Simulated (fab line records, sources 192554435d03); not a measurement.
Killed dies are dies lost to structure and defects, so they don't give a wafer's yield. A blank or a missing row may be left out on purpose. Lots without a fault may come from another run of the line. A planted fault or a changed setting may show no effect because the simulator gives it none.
Split-lot experiment | flow n5_finfet | 7 lots, 39 wafers read, on a route of 1938 steps

THE SPLIT
At N5_ILD0_ALD_15 (deposits SiNx, target thk 24 nm, pulse time 1 s, ald cycles 480), the setting ald_cycles was moved away from the recipe's 480 on 15 of the 39 wafers read, by -58.3% to +59.4%. The other wafers ran this setting at the recipe's value.

The reading is taken at the split's own step.

THE READING
SiNx_of_ILD0_ALD_15.thk_nm (the simulator's own value, which no gauge read), in nm, at N5_ILD0_ALD_15 (deposits SiNx, target thk 24 nm, pulse time 1 s, ald cycles 480). The file gives no usual value for it. The 24 wafers here that ran the recipe average 24.1 nm, standard deviation 0.12 nm.

wafer  | tool, chamber at the split | ald_cycles as run | against the recipe | SiNx_of_ILD0_ALD_15.thk_nm, nm | against lot-mates on the recipe
L082.1 | ald_sin-04, 2              | 749               | +56.0%             | 37.2                           | +13.2
L082.2 | ald_sin-04, 3,0            | 749               | +56.0%             | 37.4                           | +13.4
L082.3 | ald_sin-04, 3,0            | 749               | +56.0%             | 37.4                           | +13.4
L082.4 | ald_sin-04, 1,0,3          | 480               | recipe             | 24                             | -
L082.5 | ald_sin-04, 1,0,3          | 480               | recipe             | 24                             | -
L082.6 | ald_sin-04, 1,0,3          | 480               | recipe             | 24                             | -
L085.1 | ald_sin-01, 2,3,3          | 480               | recipe             | 24.2                           | -
L085.4 | ald_sin-01, 2,3,3          | 480               | recipe             | 24.2                           | -
L085.5 | ald_sin-01, 2,3,3          | 480               | recipe             | 24.2                           | -
L085.2 | ald_sin-01, 0,1,0          | 200               | -58.3%             | 10.2                           | -14.0
L085.3 | ald_sin-01, 0,1,0          | 200               | -58.3%             | 10.2                           | -14.0
L085.6 | ald_sin-01, 0,1,0          | 200               | -58.3%             | 10.2                           | -14.0
L089.1 | ald_sin-01, 3              | 480               | recipe             | 24                             | -
L089.2 | ald_sin-01, 1,0,1          | 765               | +59.4%             | 38.4                           | +14.3
L089.4 | ald_sin-01, 1,0,1          | 765               | +59.4%             | 38.4                           | +14.3
L089.6 | ald_sin-01, 1,0,1          | 765               | +59.4%             | 38.4                           | +14.3
L089.3 | ald_sin-01, 2,0            | 480               | recipe             | 24.2                           | -
L089.5 | ald_sin-01, 2,0            | 480               | recipe             | 24.2                           | -
L090.1 | ald_sin-03, 1,2            | 480               | recipe             | 24                             | -
L090.3 | ald_sin-03, 1,2            | 480               | recipe             | 24                             | -
L090.2 | ald_sin-03, 3,0,1          | 627               | +30.6%             | 31.4                           | +7.3
L090.4 | ald_sin-03, 3,0,1          | 627               | +30.6%             | 31.4                           | +7.3
L090.6 | ald_sin-03, 3,0,1          | 627               | +30.6%             | 31.4                           | +7.3
L090.5 | ald_sin-03, 0              | 480               | recipe             | 24.2                           | -
L091.1 | ald_sin-04, 1,3,0          | 480               | recipe             | 24                             | -
L091.2 | ald_sin-04, 1,3,0          | 480               | recipe             | 24                             | -
L091.3 | ald_sin-04, 1,3,0          | 480               | recipe             | 24                             | -
L091.4 | ald_sin-04, 2,1,0          | 317               | -34.0%             | 15.8                           | -8.2
L091.5 | ald_sin-04, 2,1,0          | 317               | -34.0%             | 15.8                           | -8.2
L091.6 | ald_sin-04, 2,1,0          | 317               | -34.0%             | 15.8                           | -8.2
L093.2 | ald_sin-04, 1,0,1          | 480               | recipe             | 24                             | -
L093.3 | ald_sin-04, 1,0,1          | 480               | recipe             | 24                             | -
L093.6 | ald_sin-04, 1,0,1          | 480               | recipe             | 24                             | -
L094.1 | ald_sin-04, 1              | 480               | recipe             | 24.4                           | -
L094.2 | ald_sin-04, 0,3,2,1        | 480               | recipe             | 24.2                           | -
L094.3 | ald_sin-04, 0,3,2,1        | 480               | recipe             | 24.2                           | -
L094.5 | ald_sin-04, 0,3,2,1        | 480               | recipe             | 24.2                           | -
L094.6 | ald_sin-04, 0,3,2,1        | 480               | recipe             | 24.2                           | -
L094.4 | ald_sin-04, 2              | 480               | recipe             | 24                             | -
Where a row lists several chambers, the file gives one row for several wafers and doesn't say which wafer went through which chamber.

THE FIT
A straight line over all 39 wafers: SiNx_of_ILD0_ALD_15.thk_nm changes by +0.239 nm for each +1% of ald_cycles; r = +1.00; the points scatter about the line by 0.12 nm.
The same after taking each lot's own level away (the mean of its wafers on the recipe; 39 wafers): +0.24 nm for each +1%; r = +1.00; scatter 0.074 nm.
On that fit, the largest move of ald_cycles shifts the reading by 14 nm.
The lots' own levels span 24.00 to 24.20 nm, that is 1.7 times the standard deviation above.
So the lot-to-lot level changes the slope little: the two slopes agree.
Check: with one of the wafers moved furthest among these (+59.4%) left out of the fit, the line predicts +14.2 nm for it against its lot-mates. It came out at +14.3 nm against them.

OTHER SPLITS ON THESE WAFERS
These wafers also went through other splits before the reading. Each is held against what the fit with the lots' levels taken away leaves over:
other split on the same wafers     | wafers away from the commonest value | r with SiNx_of_ILD0_ALD_15.thk_nm (lot level and that fit taken away)
N5_FIN_SAQP_HM_DEP_03 target_thk_a | 12                                   | +0.12
N5_FIN_SAQP_ETCH_65 time_s         | 15                                   | +0.11

THE WHOLE CHAIN: every reading that the file lists as answering this split, in the file's order
step           | what it does                                                           | reading                                                                     | change (the file's fit)              | r (the file's)
N5_ILD0_ALD_15 | deposits SiNx, target thk 24 nm, pulse time 1 s, ald cycles 480        | SiNx_of_ILD0_ALD_15.thk_nm (the simulator's own value, which no gauge read) | +0.24 nm for each +1% of the setting | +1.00
N5_ILD0_CMP_12 | polishes SiNx, stops on poly-Si, t overpolish 6 s, target thk 17.67 nm | time_to_endpoint_s                                                          | withheld for each +1% of the setting | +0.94

THE FILE'S OWN FIT
SiNx_of_ILD0_ALD_15.thk_nm changes by +0.24 nm for each +1% of ald_cycles, r = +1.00.
